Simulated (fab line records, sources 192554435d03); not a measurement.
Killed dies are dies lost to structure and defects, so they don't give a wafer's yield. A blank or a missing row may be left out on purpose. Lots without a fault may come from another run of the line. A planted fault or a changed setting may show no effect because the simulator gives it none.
Split-lot experiment | flow n5_finfet | 7 lots, 21 wafers read, on a route of 1938 steps

THE SPLIT
At N5_BEOL_M1_ETCH_64 (etches SOC in N2/H2, target depth 75 nm, overetch 15 nm, time 112.5 s), the setting source_w was moved away from the recipe's 840 W on 6 of the 21 wafers read, by +5.0% to +16.6%. The other wafers ran this setting at the recipe's value.

The reading is taken at the split's own step.

THE READING
rf_vpp_V, in V, at N5_BEOL_M1_ETCH_64 (etches SOC in N2/H2, target depth 75 nm, overetch 15 nm, time 112.5 s). Fault-free wafers of this fab line usually give 523 V, standard deviation 3 V.

wafer  | tool, chamber at the split | source_w as run, W | against the recipe | rf_vpp_V, V | against lot-mates on the recipe
L074.2 | rie_diel-01, 3             | 882.4              | +5.0%              | 515         | -10
L074.3 | rie_diel-01, 0             | 840                | recipe             | 523         | -
L074.5 | rie_diel-01, 1             | 840                | recipe             | 527         | -
L075.3 | rie_diel-03, 2             | 840                | recipe             | 526         | -
L075.4 | rie_diel-03, 3             | 975.9              | +16.2%             | 495         | -31
L075.5 | rie_diel-03, 2             | 840                | recipe             | 526         | -
L078.1 | rie_diel-03, 3             | 939.3              | +11.8%             | 503         | -22
L078.3 | rie_diel-03, 0             | 840                | recipe             | 525         | -
L078.4 | rie_diel-03, 2             | 939.3              | +11.8%             | 506         | -19
L080.1 | rie_diel-06, 2             | 840                | recipe             | 523         | -
L080.4 | rie_diel-06, 2             | 840                | recipe             | 522         | -
L080.6 | rie_diel-06, 3             | 840                | recipe             | 518         | -
L086.3 | rie_diel-06, 2             | 979.6              | +16.6%             | 497         | -22
L086.5 | rie_diel-06, 0             | 979.6              | +16.6%             | 495         | -24
L086.6 | rie_diel-06, 3             | 840                | recipe             | 519         | -
L091.1 | rie_diel-01, 0             | 840                | recipe             | 522         | -
L091.2 | rie_diel-01, 1             | 840                | recipe             | 524         | -
L091.4 | rie_diel-01, 1             | 840                | recipe             | 525         | -
L097.1 | rie_diel-01, 2             | 840                | recipe             | 527         | -
L097.3 | rie_diel-01, 1             | 840                | recipe             | 525         | -
L097.5 | rie_diel-01, 3             | 840                | recipe             | 524         | -

THE FIT
A straight line over all 21 wafers: rf_vpp_V changes by -1.69 V for each +1% of source_w; r = -0.98; the points scatter about the line by 2.4 V.
The same after taking each lot's own level away (the mean of its wafers on the recipe; 21 wafers): -1.6 V for each +1%; r = -0.98; scatter 2.3 V.
On that fit, the largest move of source_w shifts the reading by 27 V.
The lots' own levels span 519.0 to 526.0 V, that is 2.3 times the standard deviation above.
So the lot-to-lot level changes the slope little: the two slopes agree.
Check: with one of the wafers moved furthest among these (+16.6%) left out of the fit, the line predicts -28.3 V for it against its lot-mates. It came out at -22 V against them.
Tool readings at the split's step, against how far the setting was moved: rf_vpp_V r = -0.98.

OTHER SPLITS ON THESE WAFERS
These wafers also went through other splits before the reading. Each is held against what the fit with the lots' levels taken away leaves over:
other split on the same wafers            | wafers away from the commonest value | r with rf_vpp_V (lot level and that fit taken away)
N5_BEOL_M0_SAQP_SPACER1_ALD_98 ald_cycles | 8                                    | +0.12
N5_BEOL_M0_SAQP_ETCH_107 bias_w           | 5                                    | +0.17
N5_BEOL_M1_COAT_61 spin_rpm               | 6                                    | -0.15
N5_BEOL_M1_COAT_62 spin_rpm               | 3                                    | +0.00

THE WHOLE CHAIN: every reading that the file lists as answering this split, in the file's order
step               | what it does                                                          | reading                                                                          | change (the file's fit)                | r (the file's)
N5_BEOL_M1_ETCH_64 | etches SOC in N2/H2, target depth 75 nm, overetch 15 nm, time 112.5 s | rf_vpp_V                                                                         | -1.68 V for each +1% of the setting    | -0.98
N5_BEOL_M1_ETCH_64 | etches SOC in N2/H2, target depth 75 nm, overetch 15 nm, time 112.5 s | SiARC_of_BEOL_M1_COAT_62.thk_nm (the simulator's own value, which no gauge read) | -0.0377 nm for each +1% of the setting | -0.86

THE FILE'S OWN FIT
rf_vpp_V changes by -1.68 V for each +1% of source_w, r = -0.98.
